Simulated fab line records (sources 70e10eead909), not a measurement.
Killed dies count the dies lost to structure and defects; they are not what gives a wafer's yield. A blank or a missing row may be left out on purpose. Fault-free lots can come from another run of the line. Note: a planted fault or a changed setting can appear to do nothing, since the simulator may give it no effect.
8D (eight disciplines) problem report, filled in by code -- flow nand harc -- the parts of the form that need people (team, actions taken, sign-off) are left out

## 1. THE ISSUE
VT_DECK1_MIDDLE at NHARC_END_WLT_00 reads a mean of 0.987 on 3 wafers of 1 lot; wafers without a fault read 0.883 with a standard deviation of 0.0057. That is +18 standard deviations from the usual mean.
Seen first at day 28 07:00 on prober-02, wafer L982.1. Wafers with a number at this step in the record: 27, from 9 lots. By rule, "out" or "out of limits" means more than 4 standard deviations away from the usual mean. The other wafers with a number count as sound.

## 2. WHAT IT IS; WHAT IT IS NOT
question,is,is not
which readings at this step,"VT_DECK1_MIDDLE, VT_DECK1_BOTTOM, VT_DECK1_BOTTOM_INNER, VT_DECK1_MEDIAN_NEAR_BOTTOM, VT_DECK1_MEDIAN_NEAR_BOTTOM_INNER, VT_DECK1_MIDDLE_INNER, VT_DECK1_TOP, VT_DECK1_TOP_INNER","VT_DECK2_BOTTOM, VT_DECK2_BOTTOM_INNER, VT_DECK2_MEDIAN_NEAR_BOTTOM_INNER, VT_DECK2_MIDDLE, VT_DECK2_MIDDLE_INNER, VT_DECK2_TOP, VT_DECK2_TOP_INNER"
which lots,L982,"L978, L984, L985, L992, L994, L995, L996, L997"
which wafers of those lots,all that have a number,-
read on which gauges,prober-02,prober-01
when,from day 28 07:00,"up to then (3 sound wafers); but 21 sound wafers of L984, L985, L992, L994, L995, L996, L997 came after"

## 3. SUSPECTS, AND WHAT RULES EACH OUT
Counting: a tool stays on the suspect list if, at a process step up to the reading, it processed all lots that are out and no sound lot following the first of them.
- the gauge at NHARC_END_WLT_00: ruled out. All the wafers that are out were read on prober-02, but those of them that NHARC_A_CHANNEL_FILL_D1_CVD_05 has rows for are out there too, on other tools.
- har etch-01 at NHARC_A_CHANNEL_HOLE_D1_ETCH_25 (etches the open film in C4F8/O2/Ar, time 1040.2 s, target depth 1500 nm): ruled out as a lasting fault. The sound lots L985, L994, L995, L996 went through it after L982, its earliest lot that is out (day 12 07:56).
- rie diel-03 at NHARC_A_CHANNEL_HOLE_D1_STRIP_27 (strips in O2): ruled out as a lasting fault. The sound lots L992, L996 went through it after L982, its earliest lot that is out (day 13 15:04). With no start given for some of its lots, NHARC_A_CHANNEL_HOLE_D1_STRIP_27 uses the hours and lot order of NHARC_A_CHANNEL_FILL_D1_CVD_05.
- ald sin batch-03 at NHARC_A_CHANNEL_FILL_D1_ALD_15 (deposits SiNx, target thk 2 nm, pulse time 60 s, ald cycles 19): kept. It ran the lot that is out, L982 (day 13 15:04), and no sound lot after that. With no start given for some of its lots, NHARC_A_CHANNEL_FILL_D1_ALD_15 uses the hours and lot order of NHARC_A_CHANNEL_FILL_D1_CVD_05.
- lpcvd poly-01 at NHARC_A_CHANNEL_FILL_D1_CVD_05 (deposits poly-Si, target thk 5 nm): ruled out as a lasting fault. The sound lots L994, L995 went through it after L982, its earliest lot that is out (day 13 15:04).
The count leaves ald sin batch-03 at NHARC_A_CHANNEL_FILL_D1_ALD_15.

## 4. THE CAUSE (what the simulator had put in)
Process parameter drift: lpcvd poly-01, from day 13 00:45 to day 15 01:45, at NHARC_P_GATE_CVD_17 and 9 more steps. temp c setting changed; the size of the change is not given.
It was ruled out by counting, in error; the rule expects a fault to strike all lots run on its tool from its start on, and this fault did not.

## 5. SEQUENCE OF EFFECTS, ordered by route
Each row: a reading where the mean over the struck wafers with a number is more than 3 standard deviations away from the usual. Only readings for which the record gives a usual standard deviation are gone through. hours: the time from each lot's start at the first step in this table that gives one to its start at this step, as a median over the lots. sigmas: the change in usual standard deviations.
hours,step,reading,usual,on struck wafers,change,sigmas
0,NHARC_A_CHANNEL_FILL_D1_CVD_05,spike tc bottom C,572.2 C,585.1,+12.9,+5.4
0,NHARC_A_CHANNEL_FILL_D1_CVD_05,spike tc centre C,550.6 C,565.3,+14.7,+13
0,NHARC_A_CHANNEL_FILL_D1_CVD_05,spike tc lower C,550.3 C,565.4,+15.1,+11
0,NHARC_A_CHANNEL_FILL_D1_CVD_05,spike tc upper C,550.0 C,564.2,+14.2,+11
0,NHARC_A_CHANNEL_FILL_D1_CVD_05,tube center temp C,550 C,566,+16,+99 or more
352,NHARC_END_WLT_00,VT_DECK1_BOTTOM,0.869,0.967,+0.098,+15
352,NHARC_END_WLT_00,VT_DECK1_BOTTOM_INNER,0.869,0.964,+0.095,+14
352,NHARC_END_WLT_00,VT_DECK1_MEDIAN_NEAR_BOTTOM,0.870,0.966,+0.096,+15
352,NHARC_END_WLT_00,VT_DECK1_MEDIAN_NEAR_BOTTOM_INNER,0.870,0.965,+0.095,+13
352,NHARC_END_WLT_00,VT_DECK1_MIDDLE,0.883,0.987,+0.104,+18
352,NHARC_END_WLT_00,VT_DECK1_MIDDLE_INNER,0.883,0.986,+0.103,+17
352,NHARC_END_WLT_00,VT_DECK1_TOP,0.895,1.000,+0.105,+18
352,NHARC_END_WLT_00,VT_DECK1_TOP_INNER,0.895,1.002,+0.107,+18
The process steps in it:
- NHARC_A_CHANNEL_FILL_D1_CVD_05: deposits poly-Si, target thk 5 nm.
Later steps that measure or inspect, where all struck wafers having a row at the step show a number for every such reading and not one has moved that far: NHARC_END_SORT_01.

## 6. WHAT WOULD HAVE CAUGHT IT SOONER
The first out-of-limits reading at a measuring or inspecting step in this record came at day 28 07:00, 366 hours after the fault's start at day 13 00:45.
At NHARC_A_CHANNEL_FILL_D1_CVD_05, the tool's own readings (spike tc bottom C, spike tc centre C, spike tc lower C, spike tc upper C, tube center temp C) were out on each struck wafer the step has a row for, so an alarm limit on them would have fired on the first such wafer.
